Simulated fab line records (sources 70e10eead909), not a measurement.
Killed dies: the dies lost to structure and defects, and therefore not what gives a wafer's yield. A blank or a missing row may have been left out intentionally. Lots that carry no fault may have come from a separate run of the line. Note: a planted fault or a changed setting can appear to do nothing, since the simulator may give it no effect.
Matching of chambers | flow nand_harc | NHARC_A_M1_DEP_33 on pecvd-04 has 3 sister chambers
The step deposits SiCN, target thk 30 nm. 3 wafers are shown with their chamber, then 7 later ones without.

== WAFERS, EACH WITH ITS CHAMBER ==
wafer  | chamber | heater_power_w (W)
L087.6 | 2       | 531
L086.2 | 1       | 535
L086.3 | 0       | 548

== WAFERS WITHOUT THEIR CHAMBER ==
wafer  | heater_power_w (W)
L086.6 | 542
L090.2 | 477
L090.5 | 542
L090.6 | 646
L092.1 | 533
L092.3 | 545
L092.4 | 500

== CHAMBER TAKEN BY EACH ==
wafer  | from the rows above          | in truth
L086.6 | can't be placed: 0 or 1 or 2 | 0
L090.2 | can't be placed: 2 or 1 or 0 | 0
L090.5 | can't be placed: 0 or 1 or 2 | 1
L090.6 | can't be placed: 0 or 1 or 2 | 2
L092.1 | can't be placed: 1 or 2 or 0 | 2
L092.3 | can't be placed: 0 or 1 or 2 | 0
L092.4 | can't be placed: 2 or 1 or 0 | 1
Placed correctly: 0 of 7. Cannot be placed on the basis of these rows: 7; the candidates contain the true chamber in 7. 0 placed wrongly.
How it was worked out, from the rows above alone: a wafer's distance from a chamber is the root of the sum, over the readings, of the square of ((its reading less the chamber's mean) divided by the reading's scatter). If the next closest chamber is less than 2 further off than the closest, the wafer can't be placed; otherwise it belongs to the closest. The mean given for a chamber averages the wafers shown for that chamber. The scatter: with one shown wafer a chamber, the root of the mean of the squares of how far each hidden wafer lies from its nearest shown one.
